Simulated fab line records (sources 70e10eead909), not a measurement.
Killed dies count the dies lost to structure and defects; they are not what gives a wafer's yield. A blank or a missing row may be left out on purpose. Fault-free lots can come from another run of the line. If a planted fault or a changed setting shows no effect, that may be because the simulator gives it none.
fab line records	flow nand-harc
record: lots: 13	wafers: 39	last-day: 24
route steps=1159 shown THIN_TSV@1126 END@1159
lots untouched by any fault: they come from a run of this same line in which no faults occurred
start-h: the number of hours between the record's first day and the start of the first shown wafer of the lot	wait-h: how many hours have passed since the lot's step before this one	" repeats the value in the row above	L1.1+2: several wafers, shown together as one row	- no value, or no start given	* or withheld: withheld	< > ~ a bound
route shown NAME@n: names a module that has steps shown in the file, with the first one's number in the route	usual: mean/standard deviation of fault-free wafers	same: alike in all rows	chamber/n: place in a boat	sites: the reading at each site	_std_site: the standard deviation of these	_edge_site: outer sites' mean less inner sites'	radius-mm: how far each site lies from the wafer's centre	mask NAME#n: copy n	behind: tool/chamber where the wafer was last shaped	hold: why the lot went on hold/how many hours it stayed there/how the hold came to an end	device: the n, p or np transistor that did not switch	end of line: the tests these same wafers got at the end of their route	where a step has no rows: the recipe by itself	killed: dies that structure and defects cost at the first sort, which is not the same as the wafer's yield	map: the dies of a wafer, with x for killed, . for not killed, _ for no die there
set.NAME: the setting the step ran with; set.NAME@STEP: the setting that earlier step ran with	model.NAME: the simulator's own value behind a step, which no gauge read
the route's steps for a sample of lots (tables are steps, rows are wafers)
services: a tool's chamber out of use, with start hour (start-h, from the record's first day; less than 0 if before it), hours out, and reason
== steps ==
step: NHARC_THIN_TSV_STRIP_62
recipe: power-w: 1500	temp-c: 250	time-s: 20	chemistry: N2/H2
usual: drypump-motor-current-A: 6.19/0.2	heater-power-w: 330/23
lot.wafer	tool	chamber	start-h	wait-h	drypump-motor-current-A	heater-power-w	rf-hours-counter-h
L543.2	plasma-asher-02	1	434.77	-	5.98	351	22
L543.6	"	0	"	"	6.41	302	-
L543.5	"	1	"	"	6.00	349	-
L546.1	plasma-asher-02	0	435.43	-	6.36	302	22
L546.4	"	1	"	"	6.00	350	-
L546.3	"	0	"	"	6.40	309	-
L549.4	plasma-asher-02	0	461.37	-	6.42	302	-
L549.3	"	1	"	"	5.99	348	-
L549.5	"	1	"	"	6.00	346	-
L548.2	plasma-asher-01	1	462.53	-	5.95	315	0
L548.5	"	0	"	"	6.35	366	-
L548.6	"	1	"	"	5.96	308	-
L550.1	plasma-asher-02	1	476.86	-	-	-	-
L550.4	"	1	"	"	-	-	-
L550.5	"	0	"	"	-	-	-
L552.2	plasma-asher-02	0	478.13	-	-	-	-
L552.1	"	1	"	"	-	-	-
L552.6	"	0	"	"	-	-	-
L556.1	plasma-asher-01	1	501.34	-	5.99	316	13
L556.2	"	0	"	"	6.38	356	13
L556.4	"	0	"	"	6.37	361	-
L558.4	plasma-asher-02	0	510.60	-	6.43	308	-
L558.3	"	1	"	"	5.99	340	-
L558.6	"	0	"	"	6.42	306	-
L557.1	plasma-asher-01	0	519.29	-	6.37	359	18
L557.4	"	0	"	"	6.34	362	-
L557.6	"	1	"	"	5.98	315	-
L562.2	plasma-asher-02	1	534.84	-	5.99	339	57
L562.1	"	0	"	"	6.37	305	57
L562.6	"	0	"	"	6.37	300	-
L560.2	plasma-asher-01	0	537.45	-	6.39	367	23
L560.3	"	1	"	"	5.96	308	-
L560.5	"	1	"	"	5.96	308	-
L563.1	plasma-asher-02	0	552.98	-	6.37	305	3
L563.4	"	0	"	"	6.41	311	-
L563.5	"	1	"	"	6.00	338	-
L566.1	plasma-asher-02	1	568.28	-	6.01	344	10
L566.2	"	0	"	"	6.43	308	10
L566.4	"	1	"	"	6.00	337	-
step: NHARC_THIN_TSV_ANNEAL_52
recipe: temp-c: 225	time-s: 90
usual: wafer_temp_C_max: 225.89/0.25
lot.wafer	tool	chamber	start-h	wait-h	wafer_temp_C_max
L543.2	rtp-anneal-01	0	436.36	0.6	225.70
L543.5	"	0	"	"	226.22
L543.6	"	0	"	"	225.49
L546.1	rtp-anneal-02	0	437.10	0.6	225.90
L546.3	"	0	"	"	225.99
L546.4	"	0	"	"	226.10
L549.3	rtp-anneal-01	0	462.79	0.4	226.19
L549.4	"	0	"	"	226.03
L549.5	"	0	"	"	226.19
L548.2	rtp-anneal-01	0	463.92	0.7	225.61
L548.5	"	0	"	"	225.88
L548.6	"	0	"	"	225.74
L550.1	rtp-anneal-01	0	478.22	0.6	225.84
L550.4	"	0	"	"	225.99
L550.5	"	0	"	"	225.75
L552.1	rtp-anneal-02	0	479.52	0.7	225.69
L552.2	"	0	"	"	225.68
L552.6	"	0	"	"	225.82
L556.1	rtp-anneal-01	0	502.70	0.5	225.79
L556.2	"	0	"	"	226.12
L556.4	"	0	"	"	226.07
L558.3	rtp-anneal-02	0	512.01	0.4	225.63
L558.4	"	0	"	"	225.83
L558.6	"	0	"	"	225.86
L557.1	rtp-anneal-01	0	520.64	0.5	225.53
L557.4	"	0	"	"	225.63
L557.6	"	0	"	"	225.97
L562.1	rtp-anneal-02	0	536.35	0.5	225.66
L562.2	"	0	"	"	225.46
L562.6	"	0	"	"	225.57
L560.2	rtp-anneal-02	0	538.91	0.6	225.97
L560.3	"	0	"	"	225.68
L560.5	"	0	"	"	225.95
L563.1	rtp-anneal-02	0	554.31	0.5	225.79
L563.4	"	0	"	"	225.87
L563.5	"	0	"	"	225.92
L566.1	rtp-anneal-02	0	569.89	0.6	226.05
L566.2	"	0	"	"	225.82
L566.4	"	0	"	"	225.83
step: NHARC_THIN_TSV_DEGAS_53
recipe: temp-c: 300	time-s: 60
usual: heater-power-w: 481/45
lot.wafer	tool	chamber	start-h	wait-h	heater-power-w
L543.2	pvd-sputter-03	-	437.16	0.1	502
L543.6	"	-	"	"	509
L543.5	"	-	"	"	493
L546.3	pvd-sputter-02	-	437.90	0.1	513
L546.1	"	-	"	"	472
L546.4	"	-	"	"	463
L549.4	pvd-sputter-02	-	463.53	0.1	457
L549.3	"	-	"	"	480
L549.5	"	-	"	"	460
L548.2	pvd-sputter-02	-	464.73	0.1	506
L548.5	"	-	"	"	477
L548.6	"	-	"	"	474
L550.4	pvd-sputter-03	-	479.03	0.1	477
L550.1	"	-	"	"	468
L550.5	"	-	"	"	418
L552.1	pvd-sputter-03	-	480.36	0.1	486
L552.2	"	-	"	"	404
L552.6	"	-	"	"	524
L556.2	pvd-sputter-03	-	503.53	0.1	485
L556.1	"	-	"	"	411
L556.4	"	-	"	"	515
L558.3	pvd-sputter-02	-	512.70	0.1	467
L558.4	"	-	"	"	475
L558.6	"	-	"	"	460
L557.1	pvd-sputter-03	-	521.46	0.1	485
L557.4	"	-	"	"	495
L557.6	"	-	"	"	413
L562.1	pvd-sputter-02	-	537.16	0.1	462
L562.2	"	-	"	"	477
L562.6	"	-	"	"	487
L560.3	pvd-sputter-01	-	539.66	0.1	551
L560.2	"	-	"	"	382
L560.5	"	-	"	"	555
L563.1	pvd-sputter-02	-	555.12	0.1	484
L563.4	"	-	"	"	505
L563.5	"	-	"	"	471
L566.1	pvd-sputter-01	-	570.71	0.1	509
L566.4	"	-	"	"	426
L566.2	"	-	"	"	447
step: NHARC_THIN_TSV_PRE_CLEAN_54
recipe: time-s: 30	temp-c: 280	gas: H2/He
usual: heater-power-w: 422/39
lot.wafer	tool	chamber	start-h	wait-h	heater-power-w
L543.2	pvd-sputter-03	-	437.27	0.1	455
L543.5	"	-	"	"	426
L543.6	"	-	"	"	369
L546.4	pvd-sputter-02	-	437.97	0.0	424
L546.3	"	-	"	"	409
L546.1	"	-	"	"	443
L549.4	pvd-sputter-02	-	463.63	0.1	421
L549.3	"	-	"	"	404
L549.5	"	-	"	"	428
L548.2	pvd-sputter-02	-	464.81	0.1	401
L548.6	"	-	"	"	448
L548.5	"	-	"	"	431
L550.4	pvd-sputter-03	-	479.10	0.1	413
L550.1	"	-	"	"	364
L550.5	"	-	"	"	460
L552.1	pvd-sputter-03	-	480.43	0.1	421
L552.2	"	-	"	"	420
L552.6	"	-	"	"	362
L556.4	pvd-sputter-03	-	503.61	0.0	421
L556.2	"	-	"	"	441
L556.1	"	-	"	"	368
L558.4	pvd-sputter-02	-	512.79	0.1	425
L558.3	"	-	"	"	404
L558.6	"	-	"	"	447
L557.4	pvd-sputter-03	-	521.52	0.0	452
L557.1	"	-	"	"	361
L557.6	"	-	"	"	432
L562.2	pvd-sputter-02	-	537.22	0.0	412
L562.1	"	-	"	"	430
L562.6	"	-	"	"	409
L560.3	pvd-sputter-01	-	539.75	0.1	469
L560.2	"	-	"	"	333
L560.5	"	-	"	"	470
L563.1	pvd-sputter-02	-	555.20	0.1	422
L563.4	"	-	"	"	397
L563.5	"	-	"	"	433
L566.1	pvd-sputter-01	-	570.79	0.1	458
L566.4	"	-	"	"	445
L566.2	"	-	"	"	384
step: NHARC_END_SORT_01
recipe: temp-c: 25
usual: defect-limited-yield: 95.1/1.8	killed-at-array: 29/11	killed-at-other: 0.6/0.89	killed-at-periphery: 3.8/2.8	killed-dies: 33/12	killed-open: 3.5/1.9	killed-short: 1.9/1.3	sort_bin_2_pct: 1.5/0.72	sort_bin_3_pct: 0.28/0.23	sort_bin_4_pct: 3.1/1.2	sort-n-pass: 644/12	sort-rim-yield-pct: 94.8/2.9	sort-yield-pct: 95.1/1.8
same: gross-dies: 677	sort_bin_5_pct[%]: 0	sort_bin_6_pct[%]: 0	sort_bin_7_pct[%]: 0	sort_bin_8_pct[%]: 0	sort-rim-n-gross: 106.00
lot.wafer	tool	chamber	start-h	wait-h	defect-limited-yield[%]	killed-at-array	killed-at-other	killed-at-periphery	killed-dies	killed-open	killed-short	sort_bin_2_pct[%]	sort_bin_3_pct[%]	sort_bin_4_pct[%]	sort-n-pass	sort-rim-yield-pct[%]	sort-yield-pct[%]
L552.1	prober-02	0	489.12	2.5	93.1	28	16	3	47	17	7	1.5	0.15	5.3	630	93.4	93.1
L552.2	prober-02	0	489.91	2.8	94.4	26	8	4	38	14	2	2.1	0	3.5	639	94.3	94.4
L552.6	prober-02	0	493.06	3.9	93.4	31	10	4	45	11	3	1.9	0.15	4.6	632	92.5	93.4
L550.1	prober-01	0	490.06	2.5	94.8	24	6	5	35	7	4	0.7	0.44	4.0	642	96.2	94.8
L550.4	prober-01	0	492.49	3.4	93.4	36	3	6	45	6	3	2.2	0.15	4.3	632	93.4	93.4
L550.5	prober-01	0	493.30	3.7	92.2	29	14	10	53	18	2	2.7	0.59	4.6	624	91.5	92.2
L557.1	prober-01	0	532.89	2.5	95.7	27	0	2	29	3	3	1.2	0.15	3.0	648	94.3	95.7
L557.4	prober-01	0	535.29	3.4	96.2	26	0	0	26	0	0	1.6	0	2.2	651	92.5	96.2
L557.6	prober-01	0	536.89	4.0	95.1	30	0	3	33	1	3	1.6	0.44	2.8	644	93.4	95.1
L560.2	prober-01	0	555.77	2.8	97.3	17	0	1	18	2	1	0.9	0	1.8	659	97.2	97.3
L560.3	prober-01	0	556.58	3.1	97.3	14	0	4	18	4	1	0.3	0.15	2.2	659	96.2	97.3
L560.5	prober-01	0	558.18	3.7	96.8	21	0	1	22	4	2	0.7	0	2.5	655	93.4	96.8
killed by level:class
L552.1 A_CHANNEL_HOLE_D1:chamber-film-flake=14 THIN_TSV:geometric-particle:open=13 THIN_TSV:geometric-particle:short=3 A_STAIRCASE:chamber-film-flake=3 A_CHANNEL_HOLE_D1:geometric-particle:short=2 A_WL_FILL:geometric-particle:short=2 P_ZERO_WELL:chamber-film-flake=2 A_M0:chamber-film-flake=2
L552.2 A_CHANNEL_HOLE_D1:chamber-film-flake=12 THIN_TSV:geometric-particle:open=7 A_STAIRCASE:chamber-film-flake=5 A_ONON_D1:geometric-particle:open=2 A_CONTACT:chamber-film-flake=2 P_GATE:geometric-particle:open=1 P_CONTACT:geometric-particle:short=1 P_M0:geometric-particle:open=1
L550.1 A_SLIT:chamber-film-flake=14 THIN_TSV:geometric-particle:open=5 A_CHANNEL_HOLE_D1:chamber-film-flake=4 P_BONDPAD:chamber-film-flake=2 P_GATE:geometric-particle:open=1 A_ONON_D1:geometric-particle:open=1 A_CHANNEL_HOLE_D1:geometric-particle:short=1 A_WL_FILL:geometric-particle:short=1
L550.4 A_SLIT:chamber-film-flake=19 A_CHANNEL_HOLE_D1:chamber-film-flake=5 A_CONTACT:chamber-film-flake=5 A_STAIRCASE:chamber-film-flake=4 THIN_TSV:geometric-particle:short=2 P_BONDPAD:chamber-film-flake=2 P_M0:geometric-particle:short=1 P_M0:geometric-particle:open=1
L552.6 A_CHANNEL_HOLE_D1:chamber-film-flake=18 THIN_TSV:geometric-particle:open=8 A_STAIRCASE:chamber-film-flake=4 A_CONTACT:chamber-film-flake=3 THIN_TSV:geometric-particle:short=2 P_ZERO_WELL:chamber-film-flake=2 A_WL_FILL:chamber-film-flake=2 P_GATE:geometric-particle:open=1
L550.5 THIN_TSV:geometric-particle:open=13 A_SLIT:chamber-film-flake=10 A_CONTACT:chamber-film-flake=6 P_BONDPAD:chamber-film-flake=5 A_STAIRCASE:chamber-film-flake=5 A_CHANNEL_HOLE_D1:chamber-film-flake=3 P_STI:chamber-film-flake=2 P_GATE:geometric-particle:open=1
L557.1 A_SLIT:chamber-film-flake=11 A_CONTACT:chamber-film-flake=5 A_CHANNEL_HOLE_D1:chamber-film-flake=3 A_STAIRCASE:chamber-film-flake=3 P_CONTACT:geometric-particle:open=1 A_SGD_CUT:geometric-particle:short=1 A_WL_FILL:geometric-particle:short=1 A_WL_FILL:geometric-particle:open=1
L557.4 A_SLIT:chamber-film-flake=11 A_CHANNEL_HOLE_D1:chamber-film-flake=8 A_CONTACT:chamber-film-flake=4 A_STAIRCASE:chamber-film-flake=3
L557.6 A_SLIT:chamber-film-flake=17 A_CHANNEL_HOLE_D1:chamber-film-flake=4 A_STAIRCASE:chamber-film-flake=4 A_WL_FILL:geometric-particle:short=2 A_CHANNEL_FILL_D1:geometric-particle:open=1 A_M0:geometric-particle:short=1 P_ZERO_WELL:chamber-film-flake=1 P_STI:chamber-film-flake=1
L560.2 A_CONTACT:chamber-film-flake=6 A_CHANNEL_HOLE_D1:chamber-film-flake=4 A_STAIRCASE:chamber-film-flake=2 A_WL_FILL:chamber-film-flake=2 P_CONTACT:geometric-particle:open=1 A_SGD_CUT:geometric-particle:short=1 A_M1:geometric-particle:open=1 A_SLIT:chamber-film-flake=1
L560.3 A_CHANNEL_HOLE_D1:chamber-film-flake=8 P_M0:geometric-particle:open=2 A_CONTACT:chamber-film-flake=2 P_M0:geometric-particle:short=1 A_ONON_D1:geometric-particle:open=1 A_CONTACT:geometric-particle:open=1 P_STI:chamber-film-flake=1 A_STAIRCASE:chamber-film-flake=1
L560.5 A_CHANNEL_HOLE_D1:chamber-film-flake=8 A_STAIRCASE:chamber-film-flake=2 A_WL_FILL:chamber-film-flake=2 A_ONON_D1:geometric-particle:open=1 A_ONON_D1:geometric-particle:short=1 A_SGD_CUT:geometric-particle:open=1 A_WL_FILL:geometric-particle:short=1 A_CONTACT:geometric-particle:open=1
== services ==
tool	chamber	start-h	hours	kind
plasma-asher-01	-	417.68	3.2	repair
pvd-sputter-01	-	423.62	5.1	repair
plasma-asher-01	-	453.38	9.0	pm
plasma-asher-01	0	453.38	9.0	vent-cycle
plasma-asher-01	1	453.38	9.0	vent-cycle
pvd-sputter-03	-	458.00	10.0	pm
plasma-asher-01	0	462.38	-	clean
plasma-asher-01	1	462.38	-	clean
pvd-sputter-03	-	468.49	2.1	repair
pvd-sputter-02	-	519.95	13.5	repair
plasma-asher-01	-	536.48	0.7	repair
plasma-asher-02	-	537.12	9.0	pm
plasma-asher-02	0	537.12	9.0	vent-cycle
plasma-asher-02	1	537.12	9.0	vent-cycle
plasma-asher-02	0	546.12	-	clean
plasma-asher-02	1	546.12	-	clean
pvd-sputter-01	-	554.96	10.0	pm
pvd-sputter-02	-	570.00	10.0	pm
== key ==
first-sign: step: NHARC_THIN_TSV_STRIP_62	reading: tool-record	direction: missing
effect: step: NHARC_END_SORT_01	reading: killed-at-other	direction: up	sigmas: 8.9	usual: 0.6	struck: 9.5
met-at NHARC_THIN_TSV_STRIP_62
struck-lots L550,L552
not-acting-at NHARC_THIN_TSV_ANNEAL_52,NHARC_THIN_TSV_DEGAS_53,NHARC_THIN_TSV_PRE_CLEAN_54
onset-between 461.37 476.86
fault: kind: skipped-step-whole	tool: plasma-asher-02	chamber: -	onset-h: 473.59	steps: NHARC_THIN_TSV_STRIP_62	scope: struck-lots-only
